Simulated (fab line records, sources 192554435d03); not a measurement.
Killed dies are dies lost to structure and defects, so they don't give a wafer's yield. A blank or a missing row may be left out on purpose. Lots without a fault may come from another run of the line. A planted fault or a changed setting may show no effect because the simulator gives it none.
Split-lot experiment | flow n5_finfet | 7 lots, 21 wafers read, on a route of 1938 steps

THE SPLIT
At N5_PASSIVATION_EXPOSE_07 (exposes mask TV, defocus 0 nm, target cd 3000 nm), the setting dose_mj was moved away from the recipe's 22.75 on 9 of the 21 wafers read, by -6.9% to +6.5%. The other wafers ran this setting at the recipe's value.

FROM THE SPLIT TO THE READING: what the file shows between them, 3 steps
- N5_PASSIVATION_PEB_08
- N5_PASSIVATION_DEVELOP_09: develop time 60 s
- N5_PASSIVATION_HARDBAKE_11: time 120 s

THE READING
cd_nm, in nm, at N5_PASSIVATION_CD_MEAS_10 (target cd 3000 nm). Fault-free wafers of this fab line usually give 3000.5 nm, standard deviation 1.3 nm.

wafer  | tool, chamber at the split | dose_mj as run | against the recipe | cd_nm, nm | against lot-mates on the recipe
L074.2 | krf_scanner-02, 0          | 22.75          | recipe             | 3000.3    | -
L074.3 | krf_scanner-02, 0          | 22.75          | recipe             | 3000.4    | -
L074.6 | krf_scanner-02, 0          | 22             | -3.3%              | 2992.8    | -7.6
L078.4 | krf_scanner-02, 0          | 22.75          | recipe             | 2999.4    | -
L078.5 | krf_scanner-02, 0          | 22.75          | recipe             | 2999.8    | -
L078.6 | krf_scanner-02, 0          | 22.75          | recipe             | 3000.6    | -
L080.1 | krf_scanner-02, 0          | 24.22          | +6.5%              | 3012.3    | +14.6
L080.5 | krf_scanner-02, 0          | 24.22          | +6.5%              | 3012.0    | +14.3
L080.6 | krf_scanner-02, 0          | 22.75          | recipe             | 2997.7    | -
L081.3 | krf_scanner-02, 0          | 21.51          | -5.5%              | 2988.6    | -13.3
L081.4 | krf_scanner-02, 0          | 22.75          | recipe             | 3001.9    | -
L081.5 | krf_scanner-02, 0          | 21.51          | -5.5%              | 2988.9    | -13.0
L089.2 | krf_scanner-01, 0          | 22.11          | -2.8%              | 2996.6    | no lot-mate on the recipe
L089.4 | krf_scanner-01, 0          | 22.11          | -2.8%              | 2996.8    | no lot-mate on the recipe
L089.5 | krf_scanner-01, 0          | 22.11          | -2.8%              | 2995.2    | no lot-mate on the recipe
L092.1 | krf_scanner-02, 0          | 22.75          | recipe             | 3003.0    | -
L092.3 | krf_scanner-02, 0          | 21.18          | -6.9%              | 2986.2    | -16.2
L092.5 | krf_scanner-02, 0          | 22.75          | recipe             | 3001.8    | -
L095.1 | krf_scanner-01, 0          | 22.75          | recipe             | 2998.9    | -
L095.2 | krf_scanner-01, 0          | 22.75          | recipe             | 2999.9    | -
L095.3 | krf_scanner-01, 0          | 22.75          | recipe             | 3002.1    | -

THE FIT
A straight line over all 21 wafers: cd_nm changes by +1.94 nm for each +1% of dose_mj; r = +0.98; the points scatter about the line by 1.4 nm.
The same after taking each lot's own level away (the mean of its wafers on the recipe; 18 wafers): +2.31 nm for each +1%; r = +1.00; scatter 0.7 nm.
On that fit, the largest move of dose_mj shifts the reading by 16 nm.
The lots' own levels span 2997.70 to 3002.40 nm, that is 3.6 times the standard deviation above.
So the lot-to-lot level changes the slope: the two fits differ.
Check: with one of the wafers moved furthest among these (-6.9%) left out of the fit, the line predicts -16 nm for it against its lot-mates. It came out at -16.2 nm against them.

OTHER SPLITS ON THESE WAFERS
These wafers also went through other splits before the reading. Each is held against what the fit with the lots' levels taken away leaves over:
other split on the same wafers     | wafers away from the commonest value | r with cd_nm (lot level and that fit taken away)
N5_BEOL_M11_EXPOSE_25 dose_mj      | 8                                    | -0.13
N5_BEOL_M12_CMP_49 down_force_psi  | 6                                    | +0.08
N5_BEOL_M13_COAT_65 spin_rpm       | 7                                    | +0.06
N5_BEOL_M14_EXPOSE_25 dose_mj      | 9                                    | -0.07
N5_MIM_TOP_ALD_01 ald_cycles       | 7                                    | -0.13
N5_MIM_TOP_LITHO_EXPOSE_05 dose_mj | 7                                    | -0.06

THE FILE'S OWN FIT
cd_nm changes by +2.32 nm for each +1% of dose_mj, r = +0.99.
